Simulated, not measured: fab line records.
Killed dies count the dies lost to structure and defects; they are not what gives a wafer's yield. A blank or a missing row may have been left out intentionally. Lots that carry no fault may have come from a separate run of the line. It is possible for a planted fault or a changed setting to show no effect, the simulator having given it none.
fab line records + flow n5Finfet
record
- lots=8
- wafers=24
- lastDay=18
route steps=1938 shown SPACER0@259 SD_EPI_N@273 BEOL_M4@1111 PASSIVATION@1936
lots that met no fault: from a run of the same line without faults
startH: the number of hours between the record's first day and the start of the first shown wafer of the lot + waitH: hours from the lot's prior step to this one + " as in the row above + L1.1+2: a row that stands for several wafers + - no value, or no start was given + * or withheld: withheld + < > ~ a bound
route shown NAME@n: a module of which the file shows steps, and the number in the route of the first + usual: mean and standard deviation over wafers with no fault + same: alike in all rows + chamber/n: place in a boat + sites: per-site readings + _std_site: how widely they spread, as a standard deviation + _edge_site: the outer-site mean with the inner-site mean subtracted + radiusMm: how far each site lies from the wafer's centre + mask NAME#n: copy n + behind: the tool/chamber that last shaped the wafer + hold: what put the lot on hold/how long, in hours/how the hold closed + device: whichever transistor did not switch (one of n, p or np) + end of line: the tests these same wafers got at the end of their route + where a step has no rows: the recipe by itself + killed: the dies lost at the first sort to structure and to defects; this is not the yield of the wafer + map: dies across one wafer; x = killed, . = not, _ = none there
set.NAME: the setting as run; set.NAME@STEP: as run at that earlier step + model.NAME: the simulator's own value behind a step, which no gauge read
steps of the route over a sample of lots; a table a step, a row a wafer
services: when a tool's chamber went out of use (startH, in hours from the record's first day, below 0 if earlier), for how many hours, and the reason
## steps
# step N5_SPACER0_ALD_00
# recipe
- material=SiOCN
- targetThkA=35
- tempC=400
- aldPrecursorFamily=alkyl-aminosilane
- aldCoReactant=O2/N2-plasma
- pulseTimeS=3
- purgeTimeS=2
- coReactantPurgeTimeS=2
- aldCycles=58
- pressureTorr=2
# usual
- heaterPowerW=825/75
- precursorPulseHeightRel=1.002/0.021
| lot.wafer | tool      | chamber | startH | waitH | heaterPowerW | precursorPulseHeightRel |
|-----------|-----------|---------|--------|-------|--------------|-------------------------|
| L914.3    | aldSin-01 | 1       | 47.78  | 0.1   | 937          | 1.024                   |
| L914.4    | "         | 0       | "      | "     | 814          | 0.973                   |
| L914.5    | "         | 3       | "      | "     | 847          | 0.995                   |
| L915.3    | aldSin-04 | 2       | 54.72  | 0.1   | 719          | 0.999                   |
| L915.4    | "         | 3       | "      | "     | 781          | 1.000                   |
| L915.6    | "         | 2       | "      | "     | 731          | 1.020                   |
| L916.2    | aldSin-04 | 3       | 59.10  | 0.1   | 798          | 1.039                   |
| L916.4    | "         | 2       | "      | "     | 711          | 1.003                   |
| L916.5    | "         | 3       | "      | "     | 787          | 0.998                   |
| L925.2    | aldSin-04 | 0       | 116.78 | 0.1   | 691          | 1.012                   |
| L925.4    | "         | 2       | "      | "     | 777          | 1.016                   |
| L925.5    | "         | 3       | "      | "     | 732          | 1.002                   |
| L928.1    | aldSin-04 | 0       | 131.27 | 0.1   | 708          | 0.995                   |
| L928.2    | "         | 3       | "      | "     | 731          | 1.009                   |
| L928.3    | "         | 1       | "      | "     | 857          | 0.996                   |
| L935.1    | aldSin-04 | 0       | 183.17 | 0.1   | 718          | 0.993                   |
| L935.3    | "         | 2       | "      | "     | 782          | 0.976                   |
| L935.5    | "         | 0       | "      | "     | 702          | 1.011                   |
| L936.1    | aldSin-01 | 2       | 186.79 | 0.1   | 804          | 1.011                   |
| L936.3    | "         | 0       | "      | "     | 798          | 1.041                   |
| L936.6    | "         | 2       | "      | "     | 814          | 1.029                   |
| L937.2    | aldSin-01 | 1       | 190.90 | 0.1   | 948          | 0.993                   |
| L937.3    | "         | 0       | "      | "     | 792          | 1.022                   |
| L937.5    | "         | 3       | "      | "     | 831          | 0.980                   |
# step N5_SD_EPI_N_DESCUM_14
# recipe
- chemistry=O2
- timeS=7.9
- sourcePowerW=50
- biasPowerW=20
- pressureMtorr=20
- rfFrequencyHz=2.712e+07
- tempC=40
- resist=CAR-ArF-block
- o2FlowSccm=225
# usual
- drypumpMotorCurrentA=5.4/0.36
- oesProductAu=0.80/0.085
- rfFwdPowerW=49.46/0.2
- rfVppV=243.4/1.3
- showerheadPlenumPTorr=2.11/0.066
- throttleValvePct=20.27/0.26
| lot.wafer | tool       | chamber | startH | waitH | drypumpMotorCurrentA | oesProductAu | rfFwdPowerW | rfHoursCounterH | rfVppV | showerheadPlenumPTorr | throttleValvePct |
|-----------|------------|---------|--------|-------|----------------------|--------------|-------------|-----------------|--------|-----------------------|------------------|
| L914.3    | rieDiel-05 | 3       | 48.55  | 0.0   | 5.2                  | 0.97         | 49.19       | 4               | 243.7  | 2.03                  | 20.00            |
| L914.4    | "          | 1       | "      | "     | 5.3                  | 0.90         | 49.38       | 38              | 244.1  | 2.20                  | 19.89            |
| L914.5    | "          | 3       | "      | "     | 5.2                  | 0.97         | 49.35       | -               | 243.3  | 2.03                  | 20.00            |
| L915.3    | rieDiel-05 | 3       | 55.50  | 0.0   | 5.2                  | 0.96         | 49.23       | 6               | 242.0  | 2.03                  | 20.01            |
| L915.4    | "          | 2       | "      | "     | 5.1                  | 0.76         | 49.60       | 139             | 245.5  | 2.17                  | 20.22            |
| L915.6    | "          | 3       | "      | "     | 5.2                  | 0.95         | 49.45       | -               | 241.9  | 2.03                  | 19.99            |
| L916.2    | rieDiel-01 | 2       | 60.28  | 0.3   | 5.4                  | 0.90         | 49.71       | 36              | 243.0  | 2.12                  | 19.91            |
| L916.4    | "          | 2       | "      | "     | 5.3                  | 0.90         | 49.49       | -               | 244.8  | 2.12                  | 19.92            |
| L916.5    | "          | 0       | "      | "     | 5.2                  | 0.73         | 49.56       | -               | 244.7  | 2.18                  | 20.58            |
| L925.2    | rieDiel-05 | 2       | 117.68 | 0.0   | 5.1                  | 0.73         | 49.39       | 163             | 246.3  | 2.16                  | 20.25            |
| L925.4    | "          | 1       | "      | "     | 5.3                  | 0.86         | 49.52       | 63              | 245.4  | 2.19                  | 19.93            |
| L925.5    | "          | 3       | "      | "     | 5.2                  | 0.89         | 49.44       | -               | 243.6  | 2.03                  | 20.05            |
| L928.1    | rieDiel-06 | 2       | 132.18 | 0.0   | 5.9                  | 0.88         | 49.64       | 53              | 243.5  | 2.05                  | 20.43            |
| L928.2    | "          | 3       | "      | "     | 5.5                  | 0.74         | 48.91       | 158             | 245.4  | 2.20                  | 20.37            |
| L928.3    | "          | 0       | "      | "     | 5.5                  | 0.78         | 49.40       | 135             | 242.8  | 2.03                  | 20.69            |
| L935.1    | rieDiel-05 | 3       | 184.07 | 0.0   | 5.2                  | 0.86         | 49.56       | 49              | 243.0  | 2.02                  | 20.07            |
| L935.3    | "          | 0       | "      | "     | 5.4                  | 0.68         | 49.59       | 225             | 243.7  | 2.06                  | 20.53            |
| L935.5    | "          | 3       | "      | "     | 5.2                  | 0.87         | 49.49       | -               | 242.4  | 2.02                  | 20.08            |
| L936.1    | rieDiel-05 | 3       | 187.57 | 0.0   | 5.2                  | 0.87         | 49.49       | 50              | 242.1  | 2.02                  | 20.07            |
| L936.3    | "          | 0       | "      | "     | 5.4                  | 0.69         | 49.57       | 226             | 242.3  | 2.06                  | 20.56            |
| L936.6    | "          | 3       | "      | "     | 5.2                  | 0.86         | 49.72       | -               | 242.0  | 2.02                  | 20.08            |
| L937.2    | rieDiel-05 | 3       | 191.71 | 0.1   | 5.2                  | 0.86         | 49.35       | 51              | 242.7  | 2.02                  | 20.08            |
| L937.3    | "          | 0       | "      | "     | 5.4                  | 0.69         | 49.53       | 228             | 241.9  | 2.06                  | 20.56            |
| L937.5    | "          | 3       | "      | "     | 5.2                  | 0.85         | 49.41       | -               | 240.9  | 2.02                  | 20.07            |
# step N5_SD_EPI_N_ETCH_35
# recipe
- chemistry=N2/H2
- target=SOC
- overetchA=1080
- maskMaterial=SiARC
- tempC=40
- ionEnergyEv=100
- sourceW=3000
- biasW=133
- pressureMtorr=20
- timeS=486
- n2FlowSccm=200
- h2FlowSccm=200
# usual
- drypumpMotorCurrentA=5.4/0.36
- oesProductAu=0.71/0.07
- rfFwdPowerW=2997/8.2
- rfVppV=241.0/1.3
- showerheadPlenumPTorr=2.56/0.078
- throttleValvePct=23.6/0.32
| lot.wafer | tool       | chamber | startH | waitH | drypumpMotorCurrentA | oesProductAu | rfFwdPowerW | rfHoursCounterH | rfVppV | showerheadPlenumPTorr | throttleValvePct |
|-----------|------------|---------|--------|-------|----------------------|--------------|-------------|-----------------|--------|-----------------------|------------------|
| L914.3    | rieDiel-05 | 3       | 48.65  | 0.0   | 5.2                  | 0.86         | 2995        | 4               | 240.7  | 2.51                  | 23.5             |
| L914.4    | "          | 1       | "      | "     | 5.3                  | 0.80         | 2996        | 38              | 243.2  | 2.68                  | 23.1             |
| L914.5    | "          | 3       | "      | "     | 5.2                  | 0.85         | 3005        | -               | 239.6  | 2.51                  | 23.5             |
| L915.3    | rieDiel-05 | 3       | 55.59  | 0.0   | 5.2                  | 0.84         | 3001        | 6               | 239.4  | 2.50                  | 23.5             |
| L915.4    | "          | 2       | "      | "     | 5.1                  | 0.68         | 2990        | 139             | 242.3  | 2.65                  | 23.6             |
| L915.6    | "          | 3       | "      | "     | 5.2                  | 0.84         | 3011        | -               | 240.2  | 2.50                  | 23.5             |
| L916.2    | rieDiel-01 | 2       | 60.37  | 0.0   | 5.3                  | 0.79         | 2998        | 36              | 241.5  | 2.59                  | 23.3             |
| L916.4    | "          | 2       | "      | "     | 5.3                  | 0.79         | 2989        | -               | 241.9  | 2.59                  | 23.3             |
| L916.5    | "          | 0       | "      | "     | 5.2                  | 0.67         | 2989        | -               | 241.6  | 2.62                  | 23.9             |
| L925.2    | rieDiel-05 | 2       | 117.77 | 0.0   | 5.1                  | 0.66         | 3012        | 163             | 241.0  | 2.63                  | 23.6             |
| L925.4    | "          | 1       | "      | "     | 5.3                  | 0.76         | 2279        | 63              | 268.0  | 2.67                  | 23.1             |
| L925.5    | "          | 3       | "      | "     | 5.2                  | 0.79         | 3014        | -               | 240.9  | 2.49                  | 23.5             |
| L928.1    | rieDiel-06 | 2       | 132.27 | 0.0   | 5.9                  | 0.79         | 2984        | 53              | 238.3  | 2.45                  | 23.3             |
| L928.2    | "          | 3       | "      | "     | 5.5                  | 0.68         | 2974        | 158             | 241.7  | 2.64                  | 23.6             |
| L928.3    | "          | 0       | "      | "     | 5.5                  | 0.69         | 3006        | 135             | 239.5  | 2.43                  | 23.8             |
| L935.1    | rieDiel-05 | 3       | 184.16 | 0.0   | 5.2                  | 0.77         | 2993        | 49              | 240.1  | 2.49                  | 23.5             |
| L935.3    | "          | 0       | "      | "     | 5.4                  | 0.63         | 2990        | 226             | 240.8  | 2.53                  | 24.0             |
| L935.5    | "          | 3       | "      | "     | 5.2                  | 0.77         | 2993        | -               | 243.0  | 2.49                  | 23.5             |
| L936.1    | rieDiel-05 | 3       | 187.66 | 0.0   | 5.2                  | 0.77         | 2989        | 50              | 240.3  | 2.49                  | 23.5             |
| L936.3    | "          | 0       | "      | "     | 5.4                  | 0.62         | 2981        | 226             | 239.4  | 2.53                  | 24.0             |
| L936.6    | "          | 3       | "      | "     | 5.2                  | 0.76         | 2991        | -               | 239.6  | 2.49                  | 23.6             |
| L937.2    | rieDiel-05 | 3       | 191.80 | 0.0   | 5.2                  | 0.77         | 3005        | 51              | 238.4  | 2.48                  | 23.5             |
| L937.3    | "          | 0       | "      | "     | 5.4                  | 0.62         | 2988        | 228             | 239.3  | 2.53                  | 24.0             |
| L937.5    | "          | 3       | "      | "     | 5.2                  | 0.77         | 3014        | -               | 240.5  | 2.49                  | 23.6             |
# step N5_SD_EPI_N_ETCH_45
# recipe
- chemistry=CH3F/O2
- target=SiOCN
- targetDepthA=60
- maskMaterial=SOC
- ionEnergyEv=60
- biasW=29
- pressureMtorr=15
- sourceW=410
- Ar_flow_sccm=150
- CH3F_flow_sccm=30
- O2_flow_sccm=20
# usual
- drypumpMotorCurrentA=5.4/0.36
- oesProductAu=0.80/0.09
- rfFwdPowerW=408.6/1.2
- rfVppV=127.6/1
- showerheadPlenumPTorr=2.02/0.066
- throttleValvePct=23.23/0.19
| lot.wafer | tool       | chamber | startH | waitH | drypumpMotorCurrentA | oesProductAu | rfFwdPowerW | rfHoursCounterH | rfVppV | showerheadPlenumPTorr | throttleValvePct |
|-----------|------------|---------|--------|-------|----------------------|--------------|-------------|-----------------|--------|-----------------------|------------------|
| L914.3    | rieDiel-05 | 3       | 49.07  | 0.1   | 5.2                  | 0.98         | 409.8       | 4               | 126.2  | 1.97                  | 23.12            |
| L914.4    | "          | 1       | "      | "     | 5.3                  | 0.92         | 407.9       | 38              | 129.4  | 2.12                  | 22.91            |
| L914.5    | "          | 3       | "      | "     | 5.2                  | 0.97         | 410.4       | -               | 128.2  | 1.97                  | 23.12            |
| L915.3    | rieDiel-05 | 3       | 56.01  | 0.1   | 5.2                  | 0.97         | 410.9       | 7               | 127.4  | 1.97                  | 23.13            |
| L915.4    | "          | 2       | "      | "     | 5.1                  | 0.75         | 408.6       | 139             | 128.7  | 2.09                  | 23.32            |
| L915.6    | "          | 3       | "      | "     | 5.2                  | 0.97         | 407.3       | -               | 126.7  | 1.97                  | 23.15            |
| L916.2    | rieDiel-01 | 2       | 60.80  | 0.1   | 5.3                  | 0.90         | 408.5       | 36              | 129.5  | 2.04                  | 22.96            |
| L916.4    | "          | 2       | "      | "     | 5.3                  | 0.90         | 408.2       | -               | 129.1  | 2.04                  | 22.98            |
| L916.5    | "          | 0       | "      | "     | 5.2                  | 0.74         | 407.8       | -               | 126.9  | 2.05                  | 23.30            |
| L925.2    | rieDiel-05 | 2       | 118.20 | 0.1   | 5.1                  | 0.74         | 408.5       | 163             | 127.6  | 2.08                  | 23.34            |
| L925.4    | "          | 1       | "      | "     | 5.3                  | 0.88         | 409.9       | 63              | 129.0  | 2.11                  | 22.92            |
| L925.5    | "          | 3       | "      | "     | 5.2                  | 0.90         | 408.6       | -               | 126.5  | 1.96                  | 23.16            |
| L928.1    | rieDiel-06 | 2       | 132.69 | 0.1   | 5.9                  | 0.89         | 410.0       | 54              | 126.6  | 1.95                  | 23.35            |
| L928.2    | "          | 3       | "      | "     | 5.5                  | 0.73         | 408.7       | 158             | 126.4  | 2.09                  | 23.19            |
| L928.3    | "          | 0       | "      | "     | 5.5                  | 0.77         | 408.9       | 135             | 127.0  | 1.91                  | 23.46            |
| L935.1    | rieDiel-05 | 3       | 184.59 | 0.1   | 5.2                  | 0.88         | 407.4       | 49              | 127.9  | 1.95                  | 23.18            |
| L935.3    | "          | 0       | "      | "     | 5.4                  | 0.69         | 408.5       | 226             | 128.0  | 1.96                  | 23.39            |
| L935.5    | "          | 3       | "      | "     | 5.2                  | 0.88         | 407.0       | -               | 126.0  | 1.95                  | 23.19            |
| L936.1    | rieDiel-05 | 3       | 188.09 | 0.1   | 5.2                  | 0.87         | 407.4       | 50              | 127.7  | 1.95                  | 23.19            |
| L936.3    | "          | 0       | "      | "     | 5.4                  | 0.68         | 407.5       | 227             | 127.9  | 1.96                  | 23.40            |
| L936.6    | "          | 3       | "      | "     | 5.2                  | 0.87         | 410.2       | -               | 125.3  | 1.95                  | 23.18            |
| L937.2    | rieDiel-05 | 3       | 192.23 | 0.1   | 5.2                  | 0.87         | 408.7       | 51              | 128.2  | 1.95                  | 23.20            |
| L937.3    | "          | 0       | "      | "     | 5.4                  | 0.69         | 405.8       | 228             | 128.3  | 1.96                  | 23.39            |
| L937.5    | "          | 3       | "      | "     | 5.2                  | 0.86         | 408.4       | -               | 125.4  | 1.95                  | 23.20            |
# step N5_BEOL_M4_RC_MEAS_101
# usual
- DIBL_N=36.7/2.6
- DIBL_P=36.9/2.8
- IOFF_N=0.17/0.043
- IOFF_P=0.22/0.05
- ION_N=678/15
- ION_P=465/9.2
- SS_N=71.6/0.79
- SS_P=73.5/0.82
- VT_N=250/3.9
- VT_P=-250/3.7
| lot.wafer | tool      | chamber | startH | waitH | DIBL_N[mV/V] | DIBL_P[mV/V] | IOFF_N[nA/um] | IOFF_P[nA/um] | ION_N[uA/um] | ION_P[uA/um] | SS_N[mV/dec] | SS_P[mV/dec] | VT_N[mV] | VT_P[mV] |
|-----------|-----------|---------|--------|-------|--------------|--------------|---------------|---------------|--------------|--------------|--------------|--------------|----------|----------|
| L914.3    | prober-01 | 0       | 176.98 | 0.3   | 34.5         | 35.8         | 0.14          | 0.18          | 677          | 468          | 71.0         | 73.3         | 251      | -254     |
| L914.4    | "         | 0       | "      | "     | 37.9         | 39.5         | 0.19          | 0.24          | 684          | 463          | 72.8         | 74.0         | 251      | -250     |
| L914.5    | "         | 0       | "      | "     | 41.6         | 44.6         | 0.29          | 0.33          | 692          | 466          | 73.9         | 74.8         | 246      | -247     |
| L916.2    | prober-02 | 0       | 191.70 | 0.2   | 36.1         | 37.0         | 0.16          | 0.18          | 697          | 466          | 71.5         | 73.2         | 248      | -254     |
| L916.4    | "         | 0       | "      | "     | 35.9         | 36.4         | 0.14          | 0.17          | 662          | 446          | 71.6         | 73.2         | 254      | -255     |
| L916.5    | "         | 0       | "      | "     | 37.1         | 37.0         | 0.16          | 0.17          | 690          | 459          | 71.8         | 74.1         | 251      | -257     |
| L915.3    | prober-02 | 0       | 195.40 | 0.3   | 34.3         | 34.6         | 0.15          | 0.21          | 681          | 469          | 71.6         | 72.6         | 248      | -249     |
| L915.4    | "         | 0       | "      | "     | 34.4         | 35.3         | 0.14          | 0.21          | 678          | 467          | 70.9         | 72.8         | 251      | -253     |
| L915.6    | "         | 0       | "      | "     | 35.2         | 35.6         | 0.15          | 0.21          | 685          | 469          | 71.4         | 73.2         | 251      | -249     |
| L925.2    | prober-02 | 0       | 251.40 | 0.2   | 39.8         | 40.8         | 0.22          | 0.34          | 677          | 473          | 71.9         | 74.7         | 248      | -245     |
| L925.4    | "         | 0       | "      | "     | 36.6         | 36.0         | 0.17          | 0.24          | 690          | 480          | 70.8         | 73.9         | 248      | -247     |
| L925.5    | "         | 0       | "      | "     | 40.8         | 41.0         | 0.22          | 0.31          | 681          | 464          | 72.1         | 75.0         | 249      | -243     |
| L928.1    | prober-02 | 0       | 252.17 | 0.6   | 40.0         | 40.0         | 0.21          | 0.25          | 665          | 456          | 72.7         | 74.7         | 254      | -250     |
| L928.2    | "         | 0       | "      | "     | 32.8         | 32.0         | 0.09          | 0.13          | 659          | 453          | 70.2         | 72.6         | 257      | -260     |
| L928.3    | "         | 0       | "      | "     | 35.8         | 36.8         | 0.13          | 0.19          | 650          | 446          | 70.3         | 74.1         | 255      | -254     |
| L937.2    | prober-02 | 0       | 309.73 | 0.2   | 36.5         | 37.1         | 0.14          | 0.20          | 683          | 469          | 71.2         | 73.3         | 255      | -253     |
| L937.3    | "         | 0       | "      | "     | 39.4         | 40.4         | 0.18          | 0.25          | 673          | 464          | 71.8         | 74.1         | 252      | -251     |
| L937.5    | "         | 0       | "      | "     | 36.1         | 36.5         | 0.13          | 0.18          | 667          | 456          | 71.5         | 72.9         | 253      | -253     |
| L936.1    | prober-01 | 0       | 312.65 | 0.0   | 31.9         | 32.4         | 0.11          | 0.16          | 661          | 461          | 70.0         | 73.0         | 254      | -252     |
| L936.3    | "         | 0       | "      | "     | 35.5         | 36.8         | 0.16          | 0.20          | 670          | 451          | 71.8         | 73.0         | 248      | -249     |
| L936.6    | "         | 0       | "      | "     | 32.5         | 32.3         | 0.11          | 0.15          | 652          | 453          | 70.7         | 71.9         | 254      | -255     |
| L935.1    | prober-01 | 0       | 334.76 | 0.0   | 36.3         | 36.2         | 0.13          | 0.19          | 660          | 460          | 71.8         | 73.1         | 254      | -255     |
| L935.3    | "         | 0       | "      | "     | 38.8         | 39.3         | 0.18          | 0.23          | 690          | 476          | 71.4         | 73.8         | 248      | -250     |
| L935.5    | "         | 0       | "      | "     | 40.2         | 40.5         | 0.20          | 0.26          | 685          | 469          | 72.3         | 73.9         | 248      | -250     |
# step N5_PASSIVATION_PROBE_49
# usual
- defectLimitedYield=91.0/1.4
- killed_at_M0_to_M3=36/9.6
- killed_at_M4_up=14/6.1
- killedAtContacts=13/6.6
- killedAtFrontEnd=40/11
- killedAtOther=3.2/2.9
- killedDies=106/17
- killedOnRim=14/3.9
- killedOpen=71/12
- killedShort=33/7.3
- sort_bin_4_leakage=0.02/0.11
- sort_bin_5_function=5.3/1
- sort_bin_6_memory=3.4/0.68
- sortNPass=1073/19
- sortYieldPct=91.0/1.6
# same
- grossDies=1180
- killedAtBackSide=0
- sort_bin_8_speed[%]=0
| lot.wafer | tool      | chamber | startH | waitH | defectLimitedYield[%] | killed_at_M0_to_M3 | killed_at_M4_up | killedAtContacts | killedAtFrontEnd | killedAtOther | killedDies | killedOnRim | killedOpen | killedShort | sort_bin_4_leakage[%] | sort_bin_5_function[%] | sort_bin_6_memory[%] | sortNPass | sortYieldPct[%] |
|-----------|-----------|---------|--------|-------|-----------------------|--------------------|-----------------|------------------|------------------|---------------|------------|-------------|------------|-------------|-----------------------|------------------------|----------------------|-----------|-----------------|
| L915.3    | prober-01 | -       | 305.89 | 0.1   | 92.3                  | 33                 | 21              | 9                | 27               | 1             | 91         | 16          | 57         | 30          | 0                     | 4.3                    | 3.1                  | 1089      | 92.3            |
| L915.4    | prober-01 | -       | 305.94 | 0.2   | 90.2                  | 21                 | 14              | 34               | 44               | 3             | 116        | 14          | 86         | 30          | 0                     | 5.3                    | 4.2                  | 1064      | 90.2            |
| L915.6    | prober-01 | -       | 306.04 | 0.3   | 91.5                  | 20                 | 15              | 8                | 53               | 4             | 100        | 8           | 62         | 36          | 0                     | 5.4                    | 2.5                  | 1080      | 91.5            |
| L928.1    | prober-02 | -       | 356.35 | 0.0   | 89.4                  | 55                 | 14              | 14               | 38               | 4             | 125        | 18          | 78         | 47          | 0                     | 5.8                    | 4.3                  | 1055      | 89.4            |
| L928.2    | prober-02 | -       | 356.40 | 0.1   | 87.9                  | 60                 | 15              | 26               | 38               | 4             | 143        | 21          | 92         | 46          | 0                     | 8.4                    | 3.5                  | 1037      | 87.9            |
| L928.3    | prober-02 | -       | 356.45 | 0.1   | 91.0                  | 40                 | 13              | 21               | 30               | 2             | 106        | 21          | 64         | 42          | 0                     | 5.5                    | 3.1                  | 1074      | 91.0            |
| L925.2    | prober-02 | -       | 357.74 | 0.4   | 91.8                  | 40                 | 4               | 7                | 32               | 14            | 97         | 15          | 64         | 33          | 0                     | 5.2                    | 2.9                  | 1083      | 91.8            |
| L925.4    | prober-02 | -       | 357.84 | 0.5   | 50.9                  | 47                 | 4               | 11               | 499              | 18            | 579        | 94          | 84         | 46          | 0                     | 44.2                   | 4.7                  | 601       | 50.9            |
| L925.5    | prober-02 | -       | 357.89 | 0.6   | 91.5                  | 27                 | 8               | 24               | 36               | 5             | 100        | 17          | 68         | 32          | 0                     | 4.5                    | 3.8                  | 1080      | 91.5            |
| L937.2    | prober-01 | -       | 413.94 | 0.1   | 92.5                  | 40                 | 7               | 3                | 37               | 1             | 88         | 12          | 58         | 26          | 0                     | 4.7                    | 2.7                  | 1092      | 92.5            |
| L937.3    | prober-01 | -       | 413.99 | 0.1   | 92.4                  | 38                 | 13              | 11               | 26               | 2             | 90         | 15          | 64         | 23          | 0                     | 5.3                    | 2.4                  | 1090      | 92.4            |
| L937.5    | prober-01 | -       | 414.09 | 0.2   | 91.9                  | 37                 | 16              | 14               | 25               | 3             | 95         | 13          | 66         | 29          | 0                     | 4.5                    | 3.2                  | 1085      | 91.9            |
# killed by level:class
L915.3 BEOL_M4:geometricParticle:open=10 MOL_CONTACT_COAG:geometricParticle:open=7 BEOL_M1:geometricParticle:open=7 STI_FIN_REVEAL:geometricParticle:open=6 BEOL_M0_SAQP:geometricParticle:open=5 FIN_SAQP:geometricParticle:short=4 BEOL_M2:geometricParticle:open=4 BEOL_M2:geometricParticle:short=4
L915.4 MOL_CONTACT_COAG:geometricParticle:open=27 STI_FIN_REVEAL:geometricParticle:open=23 MOL_CONTACT_COAG:geometricParticle:short=7 BEOL_M2:geometricParticle:open=7 BEOL_M4:geometricParticle:open=7 FIN_SAQP:geometricParticle:open=5 FIN_SAQP:geometricParticle:short=3 STI_FIN_REVEAL:geometricParticle:short=3
L915.6 STI_FIN_REVEAL:geometricParticle:open=15 FIN_SAQP:geometricParticle:open=8 DUMMY_GATE:geometricParticle:open=7 GATE_CUT:geometricParticle:short=7 MOL_CONTACT_COAG:geometricParticle:open=7 FIN_SAQP:geometricParticle:short=6 BEOL_M5:geometricParticle:open=5 BEOL_M0_SAQP:geometricParticle:short=4
L928.1 STI_FIN_REVEAL:geometricParticle:open=10 BEOL_M3:geometricParticle:open=10 FIN_SAQP:geometricParticle:open=9 BEOL_M2:geometricParticle:open=9 MOL_CONTACT_COAG:geometricParticle:open=8 BEOL_M0_SAQP:geometricParticle:short=7 BEOL_M0_SAQP:geometricParticle:open=7 BEOL_M4:geometricParticle:open=7
L928.2 MOL_CONTACT_COAG:geometricParticle:open=20 BEOL_M0_SAQP:geometricParticle:short=16 BEOL_M2:geometricParticle:open=12 BEOL_M0_SAQP:geometricParticle:open=11 FIN_SAQP:geometricParticle:open=9 BEOL_M4:geometricParticle:open=9 BEOL_M1:geometricParticle:open=7 BEOL_M3:geometricParticle:open=7
L928.3 MOL_CONTACT_COAG:geometricParticle:open=16 BEOL_M0_SAQP:geometricParticle:short=10 BEOL_M1:geometricParticle:open=10 BEOL_M2:geometricParticle:open=7 BEOL_M4:geometricParticle:open=7 FIN_SAQP:geometricParticle:short=5 MOL_CONTACT_COAG:geometricParticle:short=5 BEOL_M0_SAQP:geometricParticle:open=5
L925.2 BEOL_M3:geometricParticle:open=9 FIN_SAQP:geometricParticle:short=8 BEOL_M0_SAQP:geometricParticle:open=8 BEOL_M2:geometricParticle:open=8 STI_FIN_REVEAL:geometricParticle:open=6 MOL_CONTACT_COAG:geometricParticle:open=6 GATE_CUT:geometricParticle:short=5 BEOL_M0_SAQP:geometricParticle:short=5
L925.4 SD_EPI_N:areaEtch=445 STI_FIN_REVEAL:geometricParticle:open=20 BEOL_M1:geometricParticle:open=10 MOL_CONTACT_COAG:geometricParticle:open=9 BEOL_M2:geometricParticle:open=8 BEOL_M3:geometricParticle:open=8 MIM_BOT:geometricParticle:short=7 BEOL_M0_SAQP:geometricParticle:short=5
L925.5 MOL_CONTACT_COAG:geometricParticle:open=18 BEOL_M0_SAQP:geometricParticle:short=9 BEOL_M3:geometricParticle:open=8 FIN_SAQP:geometricParticle:open=7 MOL_CONTACT_COAG:geometricParticle:short=6 STI_FIN_REVEAL:geometricParticle:open=4 DUMMY_GATE:geometricParticle:open=4 ILD0:geometricParticle:open=4
L937.2 BEOL_M3:geometricParticle:open=13 FIN_SAQP:geometricParticle:short=10 BEOL_M2:geometricParticle:open=9 STI_FIN_REVEAL:geometricParticle:open=8 DUMMY_GATE:geometricParticle:open=6 BEOL_M3:geometricParticle:short=6 BEOL_M1:geometricParticle:open=5 FIN_SAQP:geometricParticle:open=4
L937.3 MOL_CONTACT_COAG:geometricParticle:open=10 BEOL_M0_SAQP:geometricParticle:open=9 BEOL_M0_SAQP:geometricParticle:short=7 FIN_SAQP:geometricParticle:open=6 BEOL_M0:geometricParticle:open=5 BEOL_M2:geometricParticle:open=5 BEOL_M4:geometricParticle:open=4 GATE_CUT:geometricParticle:short=4
L937.5 MOL_CONTACT_COAG:geometricParticle:open=13 BEOL_M0_SAQP:geometricParticle:open=11 FIN_SAQP:geometricParticle:open=9 BEOL_M0_SAQP:geometricParticle:short=8 BEOL_M2:geometricParticle:open=6 BEOL_M8:geometricParticle:open=6 BEOL_M4:geometricParticle:open=4 BEOL_M3:geometricParticle:open=4
## services
| tool       | chamber | startH | hours | kind      |
|------------|---------|--------|-------|-----------|
| aldSin-01  | 2       | 25.57  | 2.9   | repair    |
| rieDiel-05 | 3       | 35.77  | 2.5   | repair    |
| aldSin-01  | 1       | 48.60  | 4.0   | repair    |
| aldSin-01  | 2       | 56.64  | 1.3   | repair    |
| rieDiel-05 | 3       | 58.57  | 3.7   | repair    |
| rieDiel-01 | 1       | 59.16  | 9.5   | repair    |
| aldSin-04  | -       | 62.96  | 0.5   | repair    |
| rieDiel-06 | 0       | 66.90  | 6.4   | repair    |
| rieDiel-05 | 1       | 74.67  | 4.5   | repair    |
| aldSin-04  | -       | 85.25  | 14.0  | pm        |
| aldSin-04  | 0       | 85.25  | 14.0  | ventCycle |
| aldSin-04  | 1       | 85.25  | 14.0  | ventCycle |
| aldSin-04  | 2       | 85.25  | 14.0  | ventCycle |
| aldSin-04  | 3       | 85.25  | 14.0  | ventCycle |
| aldSin-01  | 0       | 92.58  | 7.2   | repair    |
| aldSin-04  | 0       | 99.25  | -     | clean     |
| aldSin-04  | 1       | 99.25  | -     | clean     |
| aldSin-04  | 2       | 99.25  | -     | clean     |
| aldSin-04  | 3       | 99.25  | -     | clean     |
| rieDiel-06 | -       | 104.20 | 14.6  | pm        |
| aldSin-01  | 0       | 106.54 | 14.0  | repair    |
| rieDiel-01 | 0       | 116.87 | 1.2   | repair    |
| rieDiel-06 | 1       | 125.03 | -     | clean     |
| aldSin-04  | 3       | 178.63 | 5.6   | repair    |
## key
firstSign
- step=N5_SD_EPI_N_ETCH_35
- reading=rfFwdPowerW
- direction=down
- sigmas=87
- usual=*
- struck=*
effect
- step=N5_SD_EPI_N_ETCH_35
- reading=rfVppV
- direction=up
- sigmas=20
- usual=241.0
- struck=268.0
effect
- step=N5_PASSIVATION_PROBE_49
- reading=killedAtFrontEnd
- direction=up
- sigmas=41
- usual=40
- struck=499
moreKillsBornAt
- N5_SD_EPI_N_ETCH_35@rieDiel-05=445
metAt N5_SD_EPI_N_ETCH_35
struckLots L925
struckWafers L925.4
notActingAt N5_SPACER0_ALD_00,N5_SD_EPI_N_DESCUM_14,N5_SD_EPI_N_ETCH_45
onsetBetween 48.65 117.77
fault
- kind=processParameterDrift
- tool=rieDiel-05
- chamber=1
- onsetH=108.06
- steps=N5_SD_EPI_N_ETCH_35
- channel=sourceW
- offset=-720
- shape=step
- endH=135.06
- actsIn=theseRecipesOnly
- stated=3000
